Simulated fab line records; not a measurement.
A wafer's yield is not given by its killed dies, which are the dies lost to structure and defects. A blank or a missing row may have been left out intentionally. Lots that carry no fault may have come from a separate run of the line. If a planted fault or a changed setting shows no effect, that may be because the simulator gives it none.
One fault through the eyes of 3 desks + flow n5_finfet + what lay behind the numbers comes last; until then each desk has only its own

FROM THE METROLOGY DESK
What the gauges read, lot by lot, whatever tool the lot ran on: means of the sampled wafers that have a number. Any lot whose mean is over 4 standard deviations away from the usual mean is out of limits and marked OUT; that distance is given in the brackets.
Columns: A = cd_nm at N5_FIN_SAQP_CD_MEAS_16, usual 35.7 nm; B = FIN_CORE_OVL at N5_FIN_SAQP_OVL_MEAS_17, usual 0.1 nm
| lot  | first seen here | A    | B    |
|------|-----------------|------|------|
| L450 | day 1 23:32     | 35.6 | 0.7  |
| L457 | day 3 16:27     | 36.2 | -0.9 |
| L467 | day 6 04:02     | 35.6 | -0.7 |
| L468 | day 6 09:35     | 35.5 | -0.6 |
| L471 | day 7 06:20     | 36.4 | 0.5  |
This desk found nothing out of limits on any of the 5 lots.

THE DEFECT DESK
Per lot, the means of the sampled wafers with a number show what the inspections along the route counted. Any lot whose mean is over 4 standard deviations away from the usual mean is out of limits and marked OUT; that distance is given in the brackets.
Columns: A = raw_defect_count at N5_FIN_SAQP_INSPECT_18, usual 474
| lot  | first seen here | A   |
|------|-----------------|-----|
| L450 | day 1 23:35     | 529 |
| L457 | day 3 16:31     | 395 |
| L467 | day 6 04:05     | 509 |
| L468 | day 6 09:39     | 788 |
| L471 | day 7 06:24     | 486 |
This desk found nothing out of limits on any of the 5 lots.

TOOL OWNER'S DESK, rie_si-06
The tool's own readings at N5_FIN_SAQP_MANDREL_ETCH_22 (etches a-Si in HBr/Cl2, stops on SiNx, target depth 60 nm, bt time 10 s, time 30 s): means of the sampled wafers that have a number, for each lot that ran on this tool. Any lot whose mean is over 4 standard deviations away from the usual mean is out of limits and marked OUT; that distance is given in the brackets.
Columns: A = drypump_motor_current_A at N5_FIN_SAQP_MANDREL_ETCH_22, usual 6.0 A; B = oes_product_au at N5_FIN_SAQP_MANDREL_ETCH_22, usual 0.766 a.u.; C = throttle_valve_pct at N5_FIN_SAQP_MANDREL_ETCH_22, usual 35.27 %
| lot  | first seen here | A   | B     | C     |
|------|-----------------|-----|-------|-------|
| L450 | day 1 23:56     | 5.8 | 0.763 | 35.14 |
| L457 | day 3 16:50     | 6.0 | 0.767 | 35.13 |
| L467 | day 6 04:25     | 6.4 | 0.763 | 35.09 |
This desk found nothing out of limits on any of the 3 lots.

TAKEN TOGETHER
Nothing out of limits was seen by the metrology desk.
The defect desk saw nothing out of limits.
The tool owner's desk saw nothing out of limits.

WHAT WAS PUT IN BY THE SIMULATOR
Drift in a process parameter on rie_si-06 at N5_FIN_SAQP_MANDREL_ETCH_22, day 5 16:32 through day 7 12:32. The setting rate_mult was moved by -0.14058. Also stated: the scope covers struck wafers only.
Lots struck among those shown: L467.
